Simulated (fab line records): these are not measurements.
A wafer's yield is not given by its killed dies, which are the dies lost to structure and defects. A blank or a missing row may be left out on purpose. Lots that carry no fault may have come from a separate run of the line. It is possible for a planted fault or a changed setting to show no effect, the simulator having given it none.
Code-filled problem report in 8D (eight disciplines) form | flow nand-harc | the parts of the form that need people (team, actions taken, sign-off) are left out

## 1. PROBLEM STATEMENT
thk-nm at NHARC_A_ONON_D1_THK_MEAS_21 reads a mean of 626 nm on 1 wafer of 1 lot; wafers without a fault read 995 nm with a standard deviation of 10. Relative to the usual mean, that is a shift of -37 standard deviations.
The step: measures by ellipsometry.
Earliest sighting: wafer L730.4 on film-metro-02 at day 11 14:13. At this step, 39 wafers from 13 lots have a number in the record. Rule for "out" (also "out of limits"): further than 4 standard deviations from the usual mean. The rest of the wafers with a number are treated as sound.

## 2. WHAT IT IS; WHAT IT IS NOT
question                    | is                | is not
which readings at this step | thk-nm            | -
which lots                  | L730              | L718, L719, L721, L722, L723, L724, L725, L726, L727, L728, L738, L739
which wafers of those lots  | L730.4            | L730.1, L730.6
read on which gauges        | film-metro-02     | film-metro-01
when                        | from day 11 14:13 | up to then (32 sound wafers); but 6 sound wafers of L738, L739 came after

## 3. THE SUSPECTS, EACH WITH WHAT RULES IT OUT
Counting: if a tool at a process step up to the reading ran every lot that is out, it stays a suspect. Sound lots after the first of them don't rule it out here, since some wafers of a struck lot are sound.
- the gauge at NHARC_A_ONON_D1_THK_MEAS_21 is ruled out. All the wafers that are out were read on film-metro-02, but those of them that NHARC_END_SORT_01 has rows for are out there too, on other tools.
- pecvd-onon-01 at NHARC_A_ONON_D1_DEP_19 (target thk 1000 nm): kept. The lot that is out, L730, ran on it at day 11 13:43; the last sound lot it ran before that was L727, at day 10 09:04.
Left after counting: pecvd-onon-01 at NHARC_A_ONON_D1_DEP_19.

## 4. THE CAUSE (what the simulator had put in)
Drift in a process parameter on pecvd-onon-01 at NHARC_A_ONON_D1_DEP_19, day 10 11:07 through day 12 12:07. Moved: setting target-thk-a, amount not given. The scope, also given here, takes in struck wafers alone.
Only this tool survived the counting.

## 5. SEQUENCE OF EFFECTS, ordered by route
Each row: a reading where the mean over the struck wafers with a number is more than 3 standard deviations away from the usual. Only readings for which the record gives a usual standard deviation are gone through. hours: the time from each lot's start at the first step in this table that gives one to its start at this step, as a median over the lots. sigmas: the change in usual standard deviations.
hours | step                        | reading         | usual  | on struck wafers | change | sigmas
0     | NHARC_A_ONON_D1_THK_MEAS_21 | thk-nm          | 995 nm | 626              | -369   | -37
262   | NHARC_END_SORT_01           | killed-at-array | 26     | 675              | +649   | +72
262   | NHARC_END_SORT_01           | killed-dies     | 30     | 677              | +647   | +71

## 6. WHAT WOULD HAVE CAUGHT IT SOONER
Counted from the fault's start at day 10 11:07, it took 27 hours until the first out-of-limits reading at a measuring or inspecting step in this record, taken at day 11 14:13.
The start of NHARC_A_ONON_D1_DEP_19 on pecvd-onon-01 came by day 11 14:13 for every one of the lots that are out (1). Tool hold at that time: it would have spared none of them.
